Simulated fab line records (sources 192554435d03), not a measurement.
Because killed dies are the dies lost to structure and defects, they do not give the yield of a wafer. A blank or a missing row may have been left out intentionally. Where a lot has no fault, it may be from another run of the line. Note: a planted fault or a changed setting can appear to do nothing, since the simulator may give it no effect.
Chamber matching + flow n5-finfet + N5_FIN_CUT_ETCH_30 on rie-diel-03: 4 sister chambers
The step etches underlayer in N2/H2, target depth 13 nm, time 10.4 s. 4 wafers are shown with their chamber, then 7 later ones without.

== WAFERS WITH THEIR CHAMBER ==
| wafer  | chamber | drypump-motor-current-A (A) |
|--------|---------|-----------------------------|
| L088.4 | 1       | 5.3                         |
| L088.6 | 0       | 5.9                         |
| L090.2 | 2       | 6.0                         |
| L090.3 | 3       | 4.9                         |

== WAFERS MISSING THEIR CHAMBER ==
| wafer  | drypump-motor-current-A (A) |
|--------|-----------------------------|
| L090.5 | 4.8                         |
| L091.3 | 6.0                         |
| L091.4 | 5.3                         |
| L091.6 | 5.9                         |
| L097.1 | 5.3                         |
| L097.3 | 4.8                         |
| L097.4 | 4.9                         |

== WHICH CHAMBER EACH WENT THROUGH ==
| wafer  | from the rows above     | in truth |
|--------|-------------------------|----------|
| L090.5 | 3                       | 3        |
| L091.3 | can't be placed: 2 or 0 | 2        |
| L091.4 | 1                       | 1        |
| L091.6 | can't be placed: 0 or 2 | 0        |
| L097.1 | 1                       | 1        |
| L097.3 | 3                       | 3        |
| L097.4 | 3                       | 3        |
5 of 7 placed correctly. From these rows, 2 cannot be placed; in 2 the true chamber is one of the candidates. Placed wrongly: 0.
How it was worked out, from the rows above alone: a wafer's distance from a chamber is the root of the sum, over the readings, of the square of ((its reading less the chamber's mean) divided by the reading's scatter). If the next closest chamber is less than 2 further off than the closest, the wafer can't be placed; otherwise it belongs to the closest. The mean given for a chamber averages the wafers shown for that chamber. The scatter (one wafer shown for each chamber): square how far every hidden wafer sits from the nearest shown wafer, average those squares and take the square root.
